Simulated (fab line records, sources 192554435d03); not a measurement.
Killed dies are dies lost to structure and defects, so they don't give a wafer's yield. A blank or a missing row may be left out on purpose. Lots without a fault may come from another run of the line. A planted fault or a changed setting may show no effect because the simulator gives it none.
Chamber matching | flow n5_finfet | N5_FIN_CUT_ETCH_30 on rie_diel-02: 4 sister chambers
The step etches underlayer in N2/H2, target depth 13 nm, time 10.4 s. 4 wafers are shown with their chamber, then 10 later ones without.

WAFERS WITH THEIR CHAMBER
wafer  | chamber | showerhead_plenum_p_Torr (Torr)
L080.3 | 1       | 2.49
L084.6 | 3       | 2.63
L089.1 | 2       | 2.47
L089.3 | 0       | 2.41

WAFERS WITHOUT THEIR CHAMBER
wafer  | showerhead_plenum_p_Torr (Torr)
L089.6 | 2.41
L090.1 | 2.41
L090.4 | 2.41
L090.6 | 2.47
L093.1 | 2.62
L093.4 | 2.41
L093.5 | 2.49
L094.4 | 2.49
L094.5 | 2.41
L094.6 | 2.49

WHICH CHAMBER EACH WENT THROUGH
wafer  | from the rows above | in truth
L089.6 | 0                   | 0
L090.1 | 0                   | 0
L090.4 | 0                   | 0
L090.6 | 2                   | 2
L093.1 | 3                   | 3
L093.4 | 0                   | 0
L093.5 | 1                   | 1
L094.4 | 1                   | 1
L094.5 | 0                   | 0
L094.6 | 1                   | 1
Placed correctly: 10 of 10. Can't be placed from these rows: 0. Placed wrongly: 0.
How it was worked out, from the rows above alone: a wafer's distance from a chamber is the root of the sum, over the readings, of the square of ((its reading less the chamber's mean) divided by the reading's scatter). The wafer belongs to the nearest chamber; if the next one is less than 2 further off, it can't be placed. A chamber's mean is the mean of its shown wafers. The scatter: with one shown wafer a chamber, the root of the mean of the squares of how far each hidden wafer lies from its nearest shown one.
